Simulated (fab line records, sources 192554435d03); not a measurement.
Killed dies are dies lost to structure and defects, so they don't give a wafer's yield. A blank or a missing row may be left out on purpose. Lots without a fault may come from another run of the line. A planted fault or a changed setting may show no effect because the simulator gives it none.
Split-lot experiment | flow n5_finfet | 7 lots, 21 wafers read, on a route of 1938 steps

THE SPLIT
At N5_BEOL_M2_COAT_68 (time 60 s, resist thk 12 nm), the setting spin_rpm was moved away from the recipe's 1500 rpm on 6 of the 21 wafers read, by -3.8% to +9.2%. The other wafers ran this setting at the recipe's value.

FROM THE SPLIT TO THE READING: what the file shows between them, 6 steps
- N5_BEOL_M2_EXPOSE_25: exposes mask V1, defocus 5 nm (also split here: dose_mj)
- N5_BEOL_M2_PEB_26: peb time 60 s
- N5_BEOL_M2_DEVELOP_27: develop time 30 s
- N5_BEOL_M2_CD_MEAS_28: target cd 26.2 nm, target cd y 24.1 nm
- N5_BEOL_M2_DESCUM_33: chemistry O2, time 7 s
- N5_BEOL_M2_ETCH_77: etches underlayer in N2/H2, target depth 6.5 nm, time 5.2 s

THE READING
etch.depth_nm (the simulator's own value, which no gauge read), in nm, at N5_BEOL_M2_ETCH_69 (etches SiARC in CF4, target depth 15.6 nm, time 26 s). The file gives no usual value for it. The 15 wafers here that ran the recipe average 12.02 nm, standard deviation 0.026 nm.

wafer  | tool, chamber at the split | spin_rpm as run, rpm | against the recipe | etch.depth_nm, nm | against lot-mates on the recipe
L077.2 | litho_track-05, 0          | 1500                 | recipe             | 12.05             | -
L077.4 | litho_track-05, 0          | 1500                 | recipe             | 12.05             | -
L077.6 | litho_track-05, 0          | 1500                 | recipe             | 12.04             | -
L079.4 | litho_track-03, 0          | 1637                 | +9.1%              | 11.53             | no lot-mate on the recipe
L079.5 | litho_track-03, 0          | 1637                 | +9.1%              | 11.56             | no lot-mate on the recipe
L079.6 | litho_track-03, 0          | 1637                 | +9.1%              | 11.56             | no lot-mate on the recipe
L074.3 | litho_track-04, 0          | 1500                 | recipe             | 12.01             | -
L074.4 | litho_track-04, 0          | 1500                 | recipe             | 12.04             | -
L074.6 | litho_track-04, 0          | 1500                 | recipe             | 12.02             | -
L082.1 | litho_track-04, 0          | 1500                 | recipe             | 11.98             | -
L082.5 | litho_track-04, 0          | 1500                 | recipe             | 11.98             | -
L082.6 | litho_track-04, 0          | 1500                 | recipe             | 11.99             | -
L085.3 | litho_track-03, 0          | 1500                 | recipe             | 12.05             | -
L085.4 | litho_track-03, 0          | 1445                 | -3.7%              | 12.28             | +0.22
L085.6 | litho_track-03, 0          | 1500                 | recipe             | 12.06             | -
L087.4 | litho_track-05, 0          | 1500                 | recipe             | 12                | -
L087.5 | litho_track-05, 0          | 1500                 | recipe             | 12.03             | -
L087.6 | litho_track-05, 0          | 1638                 | +9.2%              | 11.51             | -0.51
L092.1 | litho_track-05, 0          | 1500                 | recipe             | 12.04             | -
L092.4 | litho_track-05, 0          | 1443                 | -3.8%              | 12.25             | +0.23
L092.5 | litho_track-05, 0          | 1500                 | recipe             | 12                | -

THE FIT
A straight line over all 21 wafers: etch.depth_nm changes by -0.0542 nm for each +1% of spin_rpm; r = -0.99; the points scatter about the line by 0.029 nm.
The same after taking each lot's own level away (the mean of its wafers on the recipe; 18 wafers): -0.0564 nm for each +1%; r = -1.00; scatter 0.013 nm.
On that fit, the largest move of spin_rpm shifts the reading by 0.52 nm.
The lots' own levels span 11.983 to 12.055 nm, that is 2.7 times the standard deviation above.
So the lot-to-lot level changes the slope little: the two slopes agree.
Check: with one of the wafers moved furthest among these (+9.2%) left out of the fit, the line predicts -0.561 nm for it against its lot-mates. It came out at -0.505 nm against them.

OTHER SPLITS ON THESE WAFERS
These wafers also went through other splits before the reading. Each is held against what the fit with the lots' levels taken away leaves over:
other split on the same wafers    | wafers away from the commonest value | r with etch.depth_nm (lot level and that fit taken away)
N5_BEOL_M0_SAQP_EXPOSE_11 dose_mj | 10                                   | +0.24
N5_BEOL_M1_ILD_DEP_00 time_s      | 6                                    | -0.16
N5_BEOL_M2_DESCUM_16 time_s       | 10                                   | -0.15
N5_BEOL_M2_ETCH_64 time_s         | 8                                    | -0.25
N5_BEOL_M2_EXPOSE_25 dose_mj      | 11                                   | -0.01

THE WHOLE CHAIN: every reading that the file lists as answering this split, in the file's order
step               | what it does                                         | reading                                                                          | change (the file's fit)                | r (the file's)
N5_BEOL_M2_COAT_68 | time 60 s, resist thk 12 nm                          | SiARC_of_BEOL_M2_COAT_68.thk_nm (the simulator's own value, which no gauge read) | -0.046 nm for each +1% of the setting  | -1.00
N5_BEOL_M2_ETCH_69 | etches SiARC in CF4, target depth 15.6 nm, time 26 s | etch.depth_nm (the simulator's own value, which no gauge read)                   | -0.0562 nm for each +1% of the setting | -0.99

THE FILE'S OWN FIT
etch.depth_nm changes by -0.0562 nm for each +1% of spin_rpm, r = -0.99.
